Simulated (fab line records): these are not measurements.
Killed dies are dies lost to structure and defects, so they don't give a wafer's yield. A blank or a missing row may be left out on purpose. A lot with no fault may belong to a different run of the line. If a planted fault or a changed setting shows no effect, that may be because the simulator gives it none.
Chamber matching + flow nand-harc + rie-diel-07 running NHARC_A_STAIRCASE_DESCUM_291: 4 sister chambers
The step chemistry O2, time 3 s. 8 wafers are shown with their chamber, then 7 later ones without.

## WAFERS PAIRED WITH THEIR CHAMBERS
| wafer  | chamber | showerhead-plenum-p-Torr (Torr) | drypump-motor-current-A (A) |
|--------|---------|---------------------------------|-----------------------------|
| L077.5 | 3       | 1.96                            | 5.7                         |
| L081.2 | 1       | 1.79                            | 5.6                         |
| L081.4 | 0       | 2.07                            | 6.2                         |
| L087.1 | 2       | 1.81                            | 6.1                         |
| L087.4 | 3       | 1.96                            | 5.7                         |
| L087.5 | 2       | 1.81                            | 6.0                         |
| L093.1 | 1       | 1.78                            | 5.6                         |
| L093.3 | 0       | 2.06                            | 6.3                         |

## WAFERS WHOSE CHAMBER IS MISSING
| wafer  | showerhead-plenum-p-Torr (Torr) | drypump-motor-current-A (A) |
|--------|---------------------------------|-----------------------------|
| L093.4 | 1.80                            | 6.0                         |
| L093.2 | 1.95                            | 5.7                         |
| L093.5 | 1.81                            | 6.0                         |
| L093.6 | 1.78                            | 5.6                         |
| L097.1 | 2.06                            | 6.3                         |
| L097.3 | 1.95                            | 5.7                         |
| L097.5 | 1.95                            | 5.7                         |

## EACH ONE'S CHAMBER
| wafer  | from the rows above | in truth |
|--------|---------------------|----------|
| L093.4 | 2                   | 2        |
| L093.2 | 3                   | 3        |
| L093.5 | 2                   | 2        |
| L093.6 | 1                   | 1        |
| L097.1 | 0                   | 0        |
| L097.3 | 3                   | 3        |
| L097.5 | 3                   | 3        |
Correctly placed: 7 of 7. Number that these rows cannot place: 0. Placed wrongly: 0.
How it was worked out, from the rows above alone: a wafer's distance from a chamber is the root of the sum, over the readings, of the square of ((its reading less the chamber's mean) divided by the reading's scatter). The wafer belongs to the nearest chamber; if the next one is less than 2 further off, it can't be placed. The mean given for a chamber averages the wafers shown for that chamber. The scatter: take each reading less its chamber's mean, square it, sum over the shown wafers, divide by the number of wafers less the number of chambers, and take the root.
